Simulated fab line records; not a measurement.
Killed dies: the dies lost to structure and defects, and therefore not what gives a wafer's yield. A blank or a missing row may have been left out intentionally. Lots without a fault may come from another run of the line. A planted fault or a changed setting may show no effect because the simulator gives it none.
Which tool was responsible? || flow nand-harc || 6 lots, 18 wafers sampled, at 3 steps of a route of 1302

## WHAT THE GAUGES SHOWED, per wafer
NHARC_P_GATE_CD_MEAS_26 targets a cd of 120 nm.
{"lot": "L433", "measured": "day 5 13:01", "on": "cd-sem-03", "cd-nm (nm)": "119.5 119.7 120.6"}
{"lot": "L438", "measured": "day 7 14:22", "on": "cd-sem-02", "cd-nm (nm)": "120.5 120.1 120.1"}
{"lot": "L440", "measured": "day 8 14:04", "on": "cd-sem-02", "cd-nm (nm)": "119.9 120.5 119.8"}
{"lot": "L443", "measured": "day 9 15:50", "on": "cd-sem-01", "cd-nm (nm)": "120.5 120.4 120.5"}
{"lot": "L448", "measured": "day 11 21:47", "on": "cd-sem-03", "cd-nm (nm)": "117.9 118.3 117.7"}
{"lot": "L454", "measured": "day 14 03:13", "on": "cd-sem-01", "cd-nm (nm)": "119.9 120.5 120.7"}

## WHAT TOOL EACH LOT RAN ON (gives the tool, then ch and the chambers of the sampled wafers, and finally the start)
{"lot": "L433", "NHARC_P_STI_CMP_21": "cmp-04 ch 1,2, day 4 03:25", "NHARC_P_GATE_DEVELOP_25": "litho-track-04 ch 0, day 5 12:00"}
{"lot": "L438", "NHARC_P_STI_CMP_21": "cmp-02 ch 1,2,3, day 5 23:20", "NHARC_P_GATE_DEVELOP_25": "litho-track-06 ch 0, day 7 14:00"}
{"lot": "L440", "NHARC_P_STI_CMP_21": "cmp-03 ch 1,2,3, day 7 06:38", "NHARC_P_GATE_DEVELOP_25": "litho-track-01 ch 0, day 8 13:00"}
{"lot": "L443", "NHARC_P_STI_CMP_21": "cmp-04 ch 0,1,2, day 8 03:23", "NHARC_P_GATE_DEVELOP_25": "litho-track-01 ch 0, day 9 15:00"}
{"lot": "L448", "NHARC_P_STI_CMP_21": "cmp-03 ch 1,2,3, day 10 10:40", "NHARC_P_GATE_DEVELOP_25": "litho-track-01 ch 0, day 11 21:00"}
{"lot": "L454", "NHARC_P_STI_CMP_21": "cmp-02 ch 1,2, day 12 19:02", "NHARC_P_GATE_DEVELOP_25": "litho-track-04 ch 0, day 14 03:00"}
- NHARC_P_STI_CMP_21: polishes, t overpolish 20 s, target thk 380.67 nm.
- NHARC_P_GATE_DEVELOP_25: develop time 35 s.

## THE ANSWER, worked out from the rows above alone
Rule: the lots themselves supply what counts as usual. The widest of any qualifying gaps counts: lots, ordered by their means at a reading, are off when they make up no more than a third of the lots, leave a main group of 4 or more, and stand apart from it by 3 or more times the standard deviation of that group's means. A main group whose means are all the same, to the digits that the tables above print for the reading, isn't used. A lot without any number at a reading at which 4 lots or more have one is off too. Where the step has rows for the other lots, those lots are counted as sound.
Off: L448 (NHARC_P_GATE_CD_MEAS_26, cd-nm). The main group has a mean of 120.2 nm with a standard deviation of 0.19.
If a tool, at a process step before that reading, ran all the lots that are off and no sound lot after the first of them, it fits. Gauges at NHARC_P_GATE_CD_MEAS_26: tried the same way as those tools. Can't be told from this: 3 tools fit, cmp-03 at NHARC_P_STI_CMP_21, litho-track-01 at NHARC_P_GATE_DEVELOP_25, cd-sem-03 at NHARC_P_GATE_CD_MEAS_26.

## WHAT HAD BEEN PUT IN BY THE SIMULATOR
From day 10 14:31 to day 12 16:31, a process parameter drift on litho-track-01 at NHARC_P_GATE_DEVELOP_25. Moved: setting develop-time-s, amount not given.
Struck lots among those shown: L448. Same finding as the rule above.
